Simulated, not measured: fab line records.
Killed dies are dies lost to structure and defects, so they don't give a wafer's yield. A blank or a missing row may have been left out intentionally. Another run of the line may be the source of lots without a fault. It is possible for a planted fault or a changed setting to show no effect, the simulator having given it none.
A single fault, viewed from 2 desks	flow n5Finfet	each desk holds nothing but its own numbers, with what lay behind them at the end

== FROM THE METROLOGY DESK ==
Means of the sampled wafers that have a number, per lot and without regard to the tool the lot ran on: this is what the gauges read. If a lot's mean is further than 4 standard deviations from the usual mean, the lot is out of limits and carries the mark OUT (the distance appears in the brackets).
Columns: A = cdNm at N5_BEOL_M8_CD_MEAS_11, usual 38.3 nm; B = V7_OVL at N5_BEOL_M8_OVL_MEAS_29, usual 0.0 nm
lot	first seen here	A	B
L134	day 9 21:52	39.0	0.3
L132	day 9 21:58	38.6	-0.8
L135	day 10 06:10	38.2	-0.2
L137	day 11 06:22	38.0	-0.4
L146	day 13 02:21	39.1	4.4 (+5.7) OUT
L147	day 13 10:30	38.4	3.7 (+4.8) OUT
L149	day 13 17:50	38.0	0.4
L150	day 14 00:10	38.6	0.4
L153	day 14 14:47	38.0	0.0
L155	day 15 11:40	38.7	0.5
This desk finds L146, L147 out of limits, with the earliest case on L146 at day 13 04:10 (V7_OVL at N5_BEOL_M8_OVL_MEAS_29). In limits: L134, L132, L135, L137, L149, L150, L153, L155.

== FOR THE TOOL OWNER'S DESK: euvScanner-01 ==
The tool's own readings at N5_BEOL_M8_EXPOSE_25 (exposes mask V7, target cd 40 nm): means of the sampled wafers that have a number, for each lot that ran on this tool. If a lot's mean is further than 4 standard deviations from the usual mean, the lot is out of limits and carries the mark OUT (the distance appears in the brackets).
Columns: A = reticleTempC at N5_BEOL_M8_EXPOSE_25, usual 22.94 C
lot	first seen here	A
L132	day 9 23:17	22.89
L135	day 10 11:38	23.03
L146	day 13 04:00	22.81
L147	day 13 11:31	22.96
This desk's finding: nothing out of limits on any of the 4 lots.

== PUT TOGETHER ==
Metrology desk: alarm possible at day 13 04:10 on L146, L147.
Nothing out of limits was seen by the tool owner's desk.
On record at the tool owner's desk: L146, L147, within its limits.
Of the lots named, all ran N5_BEOL_M8_EXPOSE_25 on euvScanner-01.

== WHAT THE SIMULATOR PUT IN ==
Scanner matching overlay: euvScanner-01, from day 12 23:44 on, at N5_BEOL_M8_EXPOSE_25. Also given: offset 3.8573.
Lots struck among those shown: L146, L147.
Hours from the fault's start to each desk's first reading out of limits: the metrology desk, 4.
